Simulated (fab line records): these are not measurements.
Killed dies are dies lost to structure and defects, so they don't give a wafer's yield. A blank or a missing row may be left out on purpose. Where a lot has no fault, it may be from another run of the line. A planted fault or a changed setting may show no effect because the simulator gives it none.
Split-lot experiment || flow n5_finfet || 7 lots, 39 wafers read, on a route of 1938 steps

ABOUT THE SPLIT
At N5_MOL_CONTACT_COAG_ALD_131 (deposits SiO2, target thk 5 nm, pulse time 1 s, co reactant pulse time 1 s), the setting ald_cycles was moved away from the recipe's 35 on 12 of the 39 wafers read, by -11.4% to +17.1%. This setting was run at the recipe's value on the other wafers.

The reading comes from the split's own step.

THE READING
SiO2_of_MOL_CONTACT_COAG_ALD_131.thk_nm (the simulator's own value, which no gauge read), in nm, at N5_MOL_CONTACT_COAG_ALD_131 (deposits SiO2, target thk 5 nm, pulse time 1 s, co reactant pulse time 1 s). No usual value for it is given in the file.

{"wafer": "L083.1", "tool, chamber at the split": "ald_sin-04, 0,2,2", "ald_cycles as run": 33, "against the recipe": "-5.7%", "SiO2_of_MOL_CONTACT_COAG_ALD_131.thk_nm, nm": 4.8, "against lot-mates on the recipe": -0.2}
{"wafer": "L083.2", "tool, chamber at the split": "ald_sin-04, 0,2,2", "ald_cycles as run": 33, "against the recipe": "-5.7%", "SiO2_of_MOL_CONTACT_COAG_ALD_131.thk_nm, nm": 4.8, "against lot-mates on the recipe": -0.2}
{"wafer": "L083.6", "tool, chamber at the split": "ald_sin-04, 0,2,2", "ald_cycles as run": 33, "against the recipe": "-5.7%", "SiO2_of_MOL_CONTACT_COAG_ALD_131.thk_nm, nm": 4.8, "against lot-mates on the recipe": -0.2}
{"wafer": "L083.3", "tool, chamber at the split": "ald_sin-04, 1,1,0", "ald_cycles as run": 35, "against the recipe": "recipe", "SiO2_of_MOL_CONTACT_COAG_ALD_131.thk_nm, nm": 5, "against lot-mates on the recipe": "-"}
{"wafer": "L083.4", "tool, chamber at the split": "ald_sin-04, 1,1,0", "ald_cycles as run": 35, "against the recipe": "recipe", "SiO2_of_MOL_CONTACT_COAG_ALD_131.thk_nm, nm": 5, "against lot-mates on the recipe": "-"}
{"wafer": "L083.5", "tool, chamber at the split": "ald_sin-04, 1,1,0", "ald_cycles as run": 35, "against the recipe": "recipe", "SiO2_of_MOL_CONTACT_COAG_ALD_131.thk_nm, nm": 5, "against lot-mates on the recipe": "-"}
{"wafer": "L085.1", "tool, chamber at the split": "ald_sin-04, 1,2,0,2,1,0", "ald_cycles as run": 35, "against the recipe": "recipe", "SiO2_of_MOL_CONTACT_COAG_ALD_131.thk_nm, nm": 5, "against lot-mates on the recipe": "-"}
{"wafer": "L085.2", "tool, chamber at the split": "ald_sin-04, 1,2,0,2,1,0", "ald_cycles as run": 35, "against the recipe": "recipe", "SiO2_of_MOL_CONTACT_COAG_ALD_131.thk_nm, nm": 5, "against lot-mates on the recipe": "-"}
{"wafer": "L085.3", "tool, chamber at the split": "ald_sin-04, 1,2,0,2,1,0", "ald_cycles as run": 35, "against the recipe": "recipe", "SiO2_of_MOL_CONTACT_COAG_ALD_131.thk_nm, nm": 5, "against lot-mates on the recipe": "-"}
{"wafer": "L085.4", "tool, chamber at the split": "ald_sin-04, 1,2,0,2,1,0", "ald_cycles as run": 35, "against the recipe": "recipe", "SiO2_of_MOL_CONTACT_COAG_ALD_131.thk_nm, nm": 5, "against lot-mates on the recipe": "-"}
{"wafer": "L085.5", "tool, chamber at the split": "ald_sin-04, 1,2,0,2,1,0", "ald_cycles as run": 35, "against the recipe": "recipe", "SiO2_of_MOL_CONTACT_COAG_ALD_131.thk_nm, nm": 5, "against lot-mates on the recipe": "-"}
{"wafer": "L085.6", "tool, chamber at the split": "ald_sin-04, 1,2,0,2,1,0", "ald_cycles as run": 35, "against the recipe": "recipe", "SiO2_of_MOL_CONTACT_COAG_ALD_131.thk_nm, nm": 5, "against lot-mates on the recipe": "-"}
{"wafer": "L088.1", "tool, chamber at the split": "ald_sin-02, 3,0,3", "ald_cycles as run": 35, "against the recipe": "recipe", "SiO2_of_MOL_CONTACT_COAG_ALD_131.thk_nm, nm": 5, "against lot-mates on the recipe": "-"}
{"wafer": "L088.2", "tool, chamber at the split": "ald_sin-02, 3,0,3", "ald_cycles as run": 35, "against the recipe": "recipe", "SiO2_of_MOL_CONTACT_COAG_ALD_131.thk_nm, nm": 5, "against lot-mates on the recipe": "-"}
{"wafer": "L088.6", "tool, chamber at the split": "ald_sin-02, 3,0,3", "ald_cycles as run": 35, "against the recipe": "recipe", "SiO2_of_MOL_CONTACT_COAG_ALD_131.thk_nm, nm": 5, "against lot-mates on the recipe": "-"}
{"wafer": "L088.3", "tool, chamber at the split": "ald_sin-02, 1,2,0", "ald_cycles as run": 41, "against the recipe": "+17.1%", "SiO2_of_MOL_CONTACT_COAG_ALD_131.thk_nm, nm": 5.8, "against lot-mates on the recipe": "+0.8"}
{"wafer": "L088.4", "tool, chamber at the split": "ald_sin-02, 1,2,0", "ald_cycles as run": 41, "against the recipe": "+17.1%", "SiO2_of_MOL_CONTACT_COAG_ALD_131.thk_nm, nm": 5.8, "against lot-mates on the recipe": "+0.8"}
{"wafer": "L088.5", "tool, chamber at the split": "ald_sin-02, 1,2,0", "ald_cycles as run": 41, "against the recipe": "+17.1%", "SiO2_of_MOL_CONTACT_COAG_ALD_131.thk_nm, nm": 5.8, "against lot-mates on the recipe": "+0.8"}
{"wafer": "L089.1", "tool, chamber at the split": "ald_sin-03, 3,1,2,0,1,2", "ald_cycles as run": 35, "against the recipe": "recipe", "SiO2_of_MOL_CONTACT_COAG_ALD_131.thk_nm, nm": 5, "against lot-mates on the recipe": "-"}
{"wafer": "L089.2", "tool, chamber at the split": "ald_sin-03, 3,1,2,0,1,2", "ald_cycles as run": 35, "against the recipe": "recipe", "SiO2_of_MOL_CONTACT_COAG_ALD_131.thk_nm, nm": 5, "against lot-mates on the recipe": "-"}
{"wafer": "L089.3", "tool, chamber at the split": "ald_sin-03, 3,1,2,0,1,2", "ald_cycles as run": 35, "against the recipe": "recipe", "SiO2_of_MOL_CONTACT_COAG_ALD_131.thk_nm, nm": 5, "against lot-mates on the recipe": "-"}
{"wafer": "L089.4", "tool, chamber at the split": "ald_sin-03, 3,1,2,0,1,2", "ald_cycles as run": 35, "against the recipe": "recipe", "SiO2_of_MOL_CONTACT_COAG_ALD_131.thk_nm, nm": 5, "against lot-mates on the recipe": "-"}
{"wafer": "L089.5", "tool, chamber at the split": "ald_sin-03, 3,1,2,0,1,2", "ald_cycles as run": 35, "against the recipe": "recipe", "SiO2_of_MOL_CONTACT_COAG_ALD_131.thk_nm, nm": 5, "against lot-mates on the recipe": "-"}
{"wafer": "L089.6", "tool, chamber at the split": "ald_sin-03, 3,1,2,0,1,2", "ald_cycles as run": 35, "against the recipe": "recipe", "SiO2_of_MOL_CONTACT_COAG_ALD_131.thk_nm, nm": 5, "against lot-mates on the recipe": "-"}
{"wafer": "L090.1", "tool, chamber at the split": "ald_sin-02, 0,2,1", "ald_cycles as run": 35, "against the recipe": "recipe", "SiO2_of_MOL_CONTACT_COAG_ALD_131.thk_nm, nm": 5, "against lot-mates on the recipe": "-"}
{"wafer": "L090.2", "tool, chamber at the split": "ald_sin-02, 0,2,1", "ald_cycles as run": 35, "against the recipe": "recipe", "SiO2_of_MOL_CONTACT_COAG_ALD_131.thk_nm, nm": 5, "against lot-mates on the recipe": "-"}
{"wafer": "L090.6", "tool, chamber at the split": "ald_sin-02, 0,2,1", "ald_cycles as run": 35, "against the recipe": "recipe", "SiO2_of_MOL_CONTACT_COAG_ALD_131.thk_nm, nm": 5, "against lot-mates on the recipe": "-"}
{"wafer": "L092.1", "tool, chamber at the split": "ald_sin-03, 2,1,3", "ald_cycles as run": 31, "against the recipe": "-11.4%", "SiO2_of_MOL_CONTACT_COAG_ALD_131.thk_nm, nm": 4.4, "against lot-mates on the recipe": -0.6}
{"wafer": "L092.2", "tool, chamber at the split": "ald_sin-03, 2,1,3", "ald_cycles as run": 31, "against the recipe": "-11.4%", "SiO2_of_MOL_CONTACT_COAG_ALD_131.thk_nm, nm": 4.4, "against lot-mates on the recipe": -0.6}
{"wafer": "L092.5", "tool, chamber at the split": "ald_sin-03, 2,1,3", "ald_cycles as run": 31, "against the recipe": "-11.4%", "SiO2_of_MOL_CONTACT_COAG_ALD_131.thk_nm, nm": 4.4, "against lot-mates on the recipe": -0.6}
{"wafer": "L092.3", "tool, chamber at the split": "ald_sin-03, 0,3,2", "ald_cycles as run": 35, "against the recipe": "recipe", "SiO2_of_MOL_CONTACT_COAG_ALD_131.thk_nm, nm": 5, "against lot-mates on the recipe": "-"}
{"wafer": "L092.4", "tool, chamber at the split": "ald_sin-03, 0,3,2", "ald_cycles as run": 35, "against the recipe": "recipe", "SiO2_of_MOL_CONTACT_COAG_ALD_131.thk_nm, nm": 5, "against lot-mates on the recipe": "-"}
{"wafer": "L092.6", "tool, chamber at the split": "ald_sin-03, 0,3,2", "ald_cycles as run": 35, "against the recipe": "recipe", "SiO2_of_MOL_CONTACT_COAG_ALD_131.thk_nm, nm": 5, "against lot-mates on the recipe": "-"}
{"wafer": "L096.1", "tool, chamber at the split": "ald_sin-02, 1,1,2", "ald_cycles as run": 32, "against the recipe": "-8.6%", "SiO2_of_MOL_CONTACT_COAG_ALD_131.thk_nm, nm": 4.6, "against lot-mates on the recipe": -0.4}
{"wafer": "L096.5", "tool, chamber at the split": "ald_sin-02, 1,1,2", "ald_cycles as run": 32, "against the recipe": "-8.6%", "SiO2_of_MOL_CONTACT_COAG_ALD_131.thk_nm, nm": 4.6, "against lot-mates on the recipe": -0.4}
{"wafer": "L096.6", "tool, chamber at the split": "ald_sin-02, 1,1,2", "ald_cycles as run": 32, "against the recipe": "-8.6%", "SiO2_of_MOL_CONTACT_COAG_ALD_131.thk_nm, nm": 4.6, "against lot-mates on the recipe": -0.4}
{"wafer": "L096.2", "tool, chamber at the split": "ald_sin-02, 3,2,3", "ald_cycles as run": 35, "against the recipe": "recipe", "SiO2_of_MOL_CONTACT_COAG_ALD_131.thk_nm, nm": 5, "against lot-mates on the recipe": "-"}
{"wafer": "L096.3", "tool, chamber at the split": "ald_sin-02, 3,2,3", "ald_cycles as run": 35, "against the recipe": "recipe", "SiO2_of_MOL_CONTACT_COAG_ALD_131.thk_nm, nm": 5, "against lot-mates on the recipe": "-"}
{"wafer": "L096.4", "tool, chamber at the split": "ald_sin-02, 3,2,3", "ald_cycles as run": 35, "against the recipe": "recipe", "SiO2_of_MOL_CONTACT_COAG_ALD_131.thk_nm, nm": 5, "against lot-mates on the recipe": "-"}
When a row names more than one chamber, that row covers several wafers, and the file does not tell which wafer ran in which chamber.

FIT RESULTS
A straight line over all 39 wafers: SiO2_of_MOL_CONTACT_COAG_ALD_131.thk_nm changes by +0.0474 nm for each +1% of ald_cycles; r = +1.00; the points scatter about the line by 0.026 nm.
The same after taking each lot's own level away (the mean of its wafers on the recipe; 39 wafers): +0.0474 nm for each +1%; r = +1.00; scatter 0.026 nm.
According to that fit, moving ald_cycles by its largest amount changes the reading by 0.81 nm.
The lots' own levels span 5.00 to 5.00 nm.
So the lot-to-lot level changes the slope little: the two slopes agree.
Check: for one of the wafers moved furthest among these (+17.1%), held out of the fit, the line's prediction against its lot-mates is +0.817 nm. Against them it came out at +0.8 nm.

ADDITIONAL SPLITS CARRIED BY THESE WAFERS
Other splits were also applied to these wafers ahead of the reading. Each is held against what the fit with the lots' levels taken away leaves over:
{"other split on the same wafers": "N5_HKMG_FIN_ETCH_35 source_w", "wafers away from the commonest value": 15, "r with SiO2_of_MOL_CONTACT_COAG_ALD_131.thk_nm (lot level and that fit taken away)": -0.15}
{"other split on the same wafers": "N5_GATE_CUT_CUT_ETCH_54 bias_w", "wafers away from the commonest value": 12, "r with SiO2_of_MOL_CONTACT_COAG_ALD_131.thk_nm (lot level and that fit taken away)": "+0.53"}

THE FILE'S OWN FIT
SiO2_of_MOL_CONTACT_COAG_ALD_131.thk_nm changes by +0.0474 nm for each +1% of ald_cycles, r = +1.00.
